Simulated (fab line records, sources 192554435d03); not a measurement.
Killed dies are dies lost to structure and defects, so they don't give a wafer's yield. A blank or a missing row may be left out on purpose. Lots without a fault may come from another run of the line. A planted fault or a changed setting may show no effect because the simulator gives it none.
Chamber matching | flow n5_finfet | N5_HKMG_FIN_PWFM_ALD_03 on ald_metal-03: 4 sister chambers
The step deposits TiN, target thk 2 nm, pulse time 1 s, purge time 3 s. 8 wafers are shown with their chamber, then 7 later ones without.

WAFERS WITH THEIR CHAMBER
wafer  | chamber | heater_power_w (W) | precursor_pulse_height_rel
L077.6 | 3       | 893                | 0.988
L086.5 | 0       | 846                | 1.007
L086.6 | 1       | 914                | 0.976
L087.3 | 0       | 818                | 0.986
L087.5 | 1       | 919                | 1.004
L087.6 | 2       | 929                | 0.988
L093.1 | 2       | 904                | 1.009
L093.2 | 3       | 872                | 0.987

WAFERS WITHOUT THEIR CHAMBER
wafer  | heater_power_w (W) | precursor_pulse_height_rel
L093.4 | 827                | 1.005
L095.1 | 894                | 1.001
L095.2 | 843                | 1.026
L095.3 | 915                | 1.028
L095.4 | 931                | 1.017
L095.5 | 826                | 1.026
L095.6 | 933                | 1.031

WHICH CHAMBER EACH WENT THROUGH
wafer  | from the rows above          | in truth
L093.4 | 0                            | 0
L095.1 | can't be placed: 3 or 2 or 1 | 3
L095.2 | can't be placed: 0 or 3      | 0
L095.3 | can't be placed: 2 or 1 or 3 | 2
L095.4 | can't be placed: 2 or 1      | 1
L095.5 | 0                            | 0
L095.6 | can't be placed: 2 or 1 or 3 | 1
Placed correctly: 2 of 7. Can't be placed from these rows: 5 (the true chamber is among the candidates in 5). Placed wrongly: 0.
How it was worked out, from the rows above alone: a wafer's distance from a chamber is the root of the sum, over the readings, of the square of ((its reading less the chamber's mean) divided by the reading's scatter). The wafer belongs to the nearest chamber; if the next one is less than 2 further off, it can't be placed. A chamber's mean is the mean of its shown wafers. The scatter: the root of (the sum of the squares of (reading less its chamber's mean) over the shown wafers, divided by (wafers less chambers)).
